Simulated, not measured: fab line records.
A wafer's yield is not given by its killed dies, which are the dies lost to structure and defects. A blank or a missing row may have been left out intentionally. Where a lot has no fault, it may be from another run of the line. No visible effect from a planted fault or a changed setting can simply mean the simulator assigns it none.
Split-lot trial / flow n5 finfet / 7 lots, 21 wafers read, on a route of 1938 steps

THE SPLIT ITSELF
At N5_HKMG_FIN_COAT_41 (time 60 s, resist thk 300 nm), the setting spin rpm was moved away from the recipe's 1500 rpm on 7 of the 21 wafers read, by -4.4% to +8.8%. All remaining wafers had this setting at the recipe value.

The split's own step is where the reading is taken.

THE READING
SOC_of_HKMG_FIN_COAT_41.thk nm (the simulator's own value, which no gauge read), in nm, at N5_HKMG_FIN_COAT_41 (time 60 s, resist thk 300 nm). The file gives no usual value for it. Across the 14 wafers here that went through the recipe, the average is 299.9 nm and the standard deviation 0.69 nm.

wafer=L077.1; tool, chamber at the split=litho track-04, 0; spin rpm as run, rpm=1500; against the recipe=recipe; SOC_of_HKMG_FIN_COAT_41.thk nm, nm=300; against lot-mates on the recipe=-
wafer=L077.3; tool, chamber at the split=litho track-04, 0; spin rpm as run, rpm=1632; against the recipe=+8.8%; SOC_of_HKMG_FIN_COAT_41.thk nm, nm=285.8; against lot-mates on the recipe=-13.6
wafer=L077.4; tool, chamber at the split=litho track-04, 0; spin rpm as run, rpm=1500; against the recipe=recipe; SOC_of_HKMG_FIN_COAT_41.thk nm, nm=298.8; against lot-mates on the recipe=-
wafer=L080.1; tool, chamber at the split=litho track-05, 0; spin rpm as run, rpm=1593; against the recipe=+6.2%; SOC_of_HKMG_FIN_COAT_41.thk nm, nm=291.6; against lot-mates on the recipe=-8.2
wafer=L080.3; tool, chamber at the split=litho track-05, 0; spin rpm as run, rpm=1500; against the recipe=recipe; SOC_of_HKMG_FIN_COAT_41.thk nm, nm=299.8; against lot-mates on the recipe=-
wafer=L080.4; tool, chamber at the split=litho track-05, 0; spin rpm as run, rpm=1593; against the recipe=+6.2%; SOC_of_HKMG_FIN_COAT_41.thk nm, nm=292; against lot-mates on the recipe=-7.8
wafer=L082.1; tool, chamber at the split=litho track-02, 0; spin rpm as run, rpm=1500; against the recipe=recipe; SOC_of_HKMG_FIN_COAT_41.thk nm, nm=300.2; against lot-mates on the recipe=-
wafer=L082.4; tool, chamber at the split=litho track-02, 0; spin rpm as run, rpm=1500; against the recipe=recipe; SOC_of_HKMG_FIN_COAT_41.thk nm, nm=299.4; against lot-mates on the recipe=-
wafer=L082.6; tool, chamber at the split=litho track-02, 0; spin rpm as run, rpm=1500; against the recipe=recipe; SOC_of_HKMG_FIN_COAT_41.thk nm, nm=300.4; against lot-mates on the recipe=-
wafer=L086.2; tool, chamber at the split=litho track-04, 0; spin rpm as run, rpm=1441; against the recipe=-3.9%; SOC_of_HKMG_FIN_COAT_41.thk nm, nm=306.4; against lot-mates on the recipe=+6.0
wafer=L086.4; tool, chamber at the split=litho track-04, 0; spin rpm as run, rpm=1500; against the recipe=recipe; SOC_of_HKMG_FIN_COAT_41.thk nm, nm=300.4; against lot-mates on the recipe=-
wafer=L086.6; tool, chamber at the split=litho track-04, 0; spin rpm as run, rpm=1441; against the recipe=-3.9%; SOC_of_HKMG_FIN_COAT_41.thk nm, nm=306.8; against lot-mates on the recipe=+6.4
wafer=L091.1; tool, chamber at the split=litho track-02, 0; spin rpm as run, rpm=1500; against the recipe=recipe; SOC_of_HKMG_FIN_COAT_41.thk nm, nm=299.4; against lot-mates on the recipe=-
wafer=L091.2; tool, chamber at the split=litho track-02, 0; spin rpm as run, rpm=1500; against the recipe=recipe; SOC_of_HKMG_FIN_COAT_41.thk nm, nm=298.6; against lot-mates on the recipe=-
wafer=L091.3; tool, chamber at the split=litho track-02, 0; spin rpm as run, rpm=1500; against the recipe=recipe; SOC_of_HKMG_FIN_COAT_41.thk nm, nm=299.6; against lot-mates on the recipe=-
wafer=L094.3; tool, chamber at the split=litho track-04, 0; spin rpm as run, rpm=1434; against the recipe=-4.4%; SOC_of_HKMG_FIN_COAT_41.thk nm, nm=308; against lot-mates on the recipe=+7.2
wafer=L094.5; tool, chamber at the split=litho track-04, 0; spin rpm as run, rpm=1500; against the recipe=recipe; SOC_of_HKMG_FIN_COAT_41.thk nm, nm=300.8; against lot-mates on the recipe=-
wafer=L094.6; tool, chamber at the split=litho track-04, 0; spin rpm as run, rpm=1434; against the recipe=-4.4%; SOC_of_HKMG_FIN_COAT_41.thk nm, nm=308.6; against lot-mates on the recipe=+7.8
wafer=L095.2; tool, chamber at the split=litho track-02, 0; spin rpm as run, rpm=1500; against the recipe=recipe; SOC_of_HKMG_FIN_COAT_41.thk nm, nm=300.8; against lot-mates on the recipe=-
wafer=L095.3; tool, chamber at the split=litho track-02, 0; spin rpm as run, rpm=1500; against the recipe=recipe; SOC_of_HKMG_FIN_COAT_41.thk nm, nm=300.8; against lot-mates on the recipe=-
wafer=L095.6; tool, chamber at the split=litho track-02, 0; spin rpm as run, rpm=1500; against the recipe=recipe; SOC_of_HKMG_FIN_COAT_41.thk nm, nm=299.6; against lot-mates on the recipe=-

THE FIT
A straight line over all 21 wafers: SOC_of_HKMG_FIN_COAT_41.thk nm changes by -1.57 nm for each +1% of spin rpm; r = -0.99; the points scatter about the line by 0.89 nm.
The same after taking each lot's own level away (the mean of its wafers on the recipe; 21 wafers): -1.49 nm for each +1%; r = -0.99; scatter 0.63 nm.
That fit puts the effect of the largest move of spin rpm on the reading at 13 nm.
Measured against the standard deviation above, the lots' own levels, which go from 299.20 to 300.80 nm, span 2.3 times it.
Consequently the slope shifts little with the lot-to-lot level, the two slopes agreeing.
Check: with one of the wafers moved furthest among these (+8.8%) left out of the fit, the line predicts -12.5 nm for it against its lot-mates. It came out at -13.6 nm against them.

THESE WAFERS: OTHER SPLITS
Note: prior to the reading, these wafers also went through further splits. Each is held against what the fit with the lots' levels taken away leaves over:
other split on the same wafers=N5_SD_EPI_N_EXPOSE_06 dose mj; wafers away from the commonest value=7; r with SOC_of_HKMG_FIN_COAT_41.thk nm (lot level and that fit taken away)=-0.04
other split on the same wafers=N5_SD_EPI_P_COAT_34 spin rpm; wafers away from the commonest value=9; r with SOC_of_HKMG_FIN_COAT_41.thk nm (lot level and that fit taken away)=-0.41
other split on the same wafers=N5_SD_EPI_P_PEB_07 peb time s; wafers away from the commonest value=6; r with SOC_of_HKMG_FIN_COAT_41.thk nm (lot level and that fit taken away)=-0.19

THE FILE'S OWN FIT
SOC_of_HKMG_FIN_COAT_41.thk nm changes by -1.5 nm for each +1% of spin rpm, r = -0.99.
